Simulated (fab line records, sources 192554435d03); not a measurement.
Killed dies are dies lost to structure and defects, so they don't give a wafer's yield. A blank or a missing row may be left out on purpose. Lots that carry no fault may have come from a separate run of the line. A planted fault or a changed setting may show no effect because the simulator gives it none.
Which tool is to blame? + flow n5 finfet + 11 lots, 33 wafers sampled, at 5 steps of a route of 1938

== WHAT THE GAUGES SHOWED, per wafer ==
N5_BEOL_M7_CD_MEAS_11: target cd 38.5 nm.
| lot  | measured     | on        | cd nm (nm)     |
|------|--------------|-----------|----------------|
| L485 | day 12 01:57 | cd sem-01 | 38.6 38.1 39.1 |
| L484 | day 12 04:56 | cd sem-02 | 39.5 39.2 39.3 |
| L486 | day 12 20:47 | cd sem-01 | 39.4 38.5 38.7 |
| L487 | day 13 00:32 | cd sem-03 | 38.4 39.5 38.6 |
| L483 | day 14 21:36 | cd sem-02 | 39.2 39.0 39.1 |
| L498 | day 15 21:47 | cd sem-03 | 38.1 37.6 38.6 |
| L499 | day 16 05:02 | cd sem-02 | 39.3 38.2 37.7 |
| L501 | day 16 05:11 | cd sem-02 | 38.7 39.5 39.7 |
| L500 | day 16 06:29 | cd sem-02 | 38.6 38.2 38.4 |
| L502 | day 16 10:12 | cd sem-03 | 38.3 39.1 39.0 |
| L503 | day 16 15:13 | cd sem-02 | 38.7 37.6 38.6 |

N5_BEOL_M7_OVL_MEAS_12.
| lot  | measured     | on         | M7_OVL (nm)    |
|------|--------------|------------|----------------|
| L485 | day 12 01:59 | overlay-01 | 0.3 -0.1 -0.3  |
| L484 | day 12 04:58 | overlay-01 | 0.9 0.2 0.1    |
| L486 | day 12 20:49 | overlay-02 | 0.9 0.9 1.2    |
| L487 | day 13 00:34 | overlay-01 | -0.4 0.0 0.8   |
| L483 | day 14 21:38 | overlay-02 | 0.8 1.5 1.6    |
| L498 | day 15 21:49 | overlay-02 | -0.2 0.2 1.2   |
| L499 | day 16 05:04 | overlay-02 | 0.7 1.0 0.8    |
| L501 | day 16 05:13 | overlay-01 | 1.2 0.7 0.1    |
| L500 | day 16 06:31 | overlay-02 | 0.2 0.3 1.5    |
| L502 | day 16 10:14 | overlay-01 | 0.5 -0.3 -0.2  |
| L503 | day 16 15:14 | overlay-01 | -0.2 -0.7 -0.3 |

N5_BEOL_M7_OVL_MEAS_29.
| lot  | measured     | on         | V6_OVL (nm)    |
|------|--------------|------------|----------------|
| L485 | day 12 04:26 | overlay-01 | 0.5 1.2 0.1    |
| L484 | day 12 07:23 | overlay-01 | -0.8 -1.4 -0.3 |
| L486 | day 12 23:05 | overlay-02 | -0.7 -0.6 0.9  |
| L487 | day 13 02:23 | overlay-02 | -0.2 -0.3 -0.8 |
| L483 | day 14 23:12 | overlay-01 | 0.4 -0.9 -0.2  |
| L498 | day 15 22:54 | overlay-02 | 8.1 8.1 9.2    |
| L499 | day 16 06:47 | overlay-01 | 9.2 9.2 9.4    |
| L501 | day 16 08:50 | overlay-01 | 1.8 1.8 0.4    |
| L500 | day 16 08:53 | overlay-01 | 0.7 0.6 1.2    |
| L502 | day 16 14:01 | overlay-01 | -0.4 -0.3 -0.6 |
| L503 | day 16 17:47 | overlay-01 | 0.7 0.9 0.7    |

== WHICH TOOL RAN EACH LOT (tool, then ch and the chambers of the sampled wafers, then the start) ==
| lot  | N5_BEOL_M7_HM_OPEN_17             | N5_BEOL_M7_EXPOSE_25              |
|------|-----------------------------------|-----------------------------------|
| L485 | rie metal-01 ch 0,1, day 12 02:19 | euv scanner-01 ch 0, day 12 04:17 |
| L484 | rie metal-02 ch 0,1, day 12 05:37 | euv scanner-02 ch 0, day 12 07:14 |
| L486 | rie metal-03 ch 0, day 12 21:17   | euv scanner-02 ch 0, day 12 22:55 |
| L487 | rie metal-01 ch 0, day 13 00:54   | euv scanner-01 ch 0, day 13 02:14 |
| L483 | rie metal-03 ch 0,1, day 14 22:29 | euv scanner-01 ch 0, day 14 23:02 |
| L498 | rie metal-01 ch 0,1, day 15 22:09 | euv scanner-02 ch 0, day 15 22:44 |
| L499 | rie metal-03 ch 0,1, day 16 05:40 | euv scanner-02 ch 0, day 16 06:38 |
| L501 | rie metal-02 ch 0,1, day 16 05:55 | euv scanner-01 ch 0, day 16 08:40 |
| L500 | rie metal-02 ch 0, day 16 06:52   | euv scanner-01 ch 0, day 16 08:43 |
| L502 | rie metal-03 ch 0,1, day 16 10:34 | euv scanner-01 ch 0, day 16 13:52 |
| L503 | rie metal-01 ch 0,1, day 16 15:35 | euv scanner-01 ch 0, day 16 17:38 |
- N5_BEOL_M7_HM_OPEN_17: chemistry Cl2/BCl3, target TiN, target depth 20 nm, overetch 6 nm.
- N5_BEOL_M7_EXPOSE_25: exposes mask V6, target cd 40 nm.

== WHAT THE TOOLS THEMSELVES READ (means of the sampled wafers that have a number; where no wafer has one, the mark that the record gives instead) ==
N5_BEOL_M7_HM_OPEN_17.
| lot  | tool         | drypump motor current A (A) | mfc ar sccm (sccm) | oes product au (a.u.) | throttle valve pct (%) |
|------|--------------|-----------------------------|--------------------|-----------------------|------------------------|
| L485 | rie metal-01 | 6.0                         | 25.02              | 0.64                  | 22.42                  |
| L484 | rie metal-02 | 5.3                         | 25.03              | 0.71                  | 21.92                  |
| L486 | rie metal-03 | 6.3                         | 25.02              | 0.71                  | 22.13                  |
| L487 | rie metal-01 | 5.9                         | 25.06              | 0.64                  | 22.04                  |
| L483 | rie metal-03 | 6.1                         | 25.04              | 0.78                  | 22.17                  |
| L498 | rie metal-01 | 6.0                         | 25.00              | 0.62                  | 22.45                  |
| L499 | rie metal-03 | 6.1                         | 25.04              | 0.76                  | 22.19                  |
| L501 | rie metal-02 | 5.3                         | 25.06              | 0.70                  | 21.91                  |
| L500 | rie metal-02 | 5.9                         | 25.02              | 0.69                  | 22.28                  |
| L502 | rie metal-03 | 6.2                         | 24.99              | 0.72                  | 22.17                  |
| L503 | rie metal-01 | 6.0                         | 24.99              | 0.63                  | 22.45                  |

== THE ANSWER, worked out from the rows above alone ==
Rule: the lots themselves supply what counts as usual. Put in order of their means at a reading, lots are off if they are a third of the lots or fewer, leave a main group of 4 or more, and stand apart from it by a gap of 3 or more times the standard deviation of the main group's means; of several such gaps the widest counts. The tables above print the reading to a certain number of digits; a main group whose means all agree to those digits is not used. A lot without any number at a reading at which 4 lots or more have one is off too. Where the step has rows for the other lots, those lots are counted as sound. The gauges are gone through in route order, then the tools' own readings, and for those a lot's mean is taken as printed above. At the first step where some lot is off, the reading lying furthest off is the one used; lots without a number count as furthest.
Off: L498, L499, seen at N5_BEOL_M7_OVL_MEAS_29 (V6_OVL). For the main group the mean is 0.2 nm and the standard deviation 0.69.
If a tool, at a process step before that reading, ran all the lots that are off and no sound lot after the first of them, it fits. The gauges at N5_BEOL_M7_OVL_MEAS_29 are tried like those tools. One fits: euv scanner-02 at N5_BEOL_M7_EXPOSE_25. A fault onset in the window from L486 (day 12 22:55, its last sound lot) to L498 (day 15 22:44, its first lot off) fits.

== WHAT THE SIMULATOR PUT IN ==
Scanner matching overlay: euv scanner-02, from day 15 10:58 on, at N5_BEOL_M7_EXPOSE_25. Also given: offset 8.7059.
Lots struck among those shown: L498, L499. The rule given above showed the same thing.
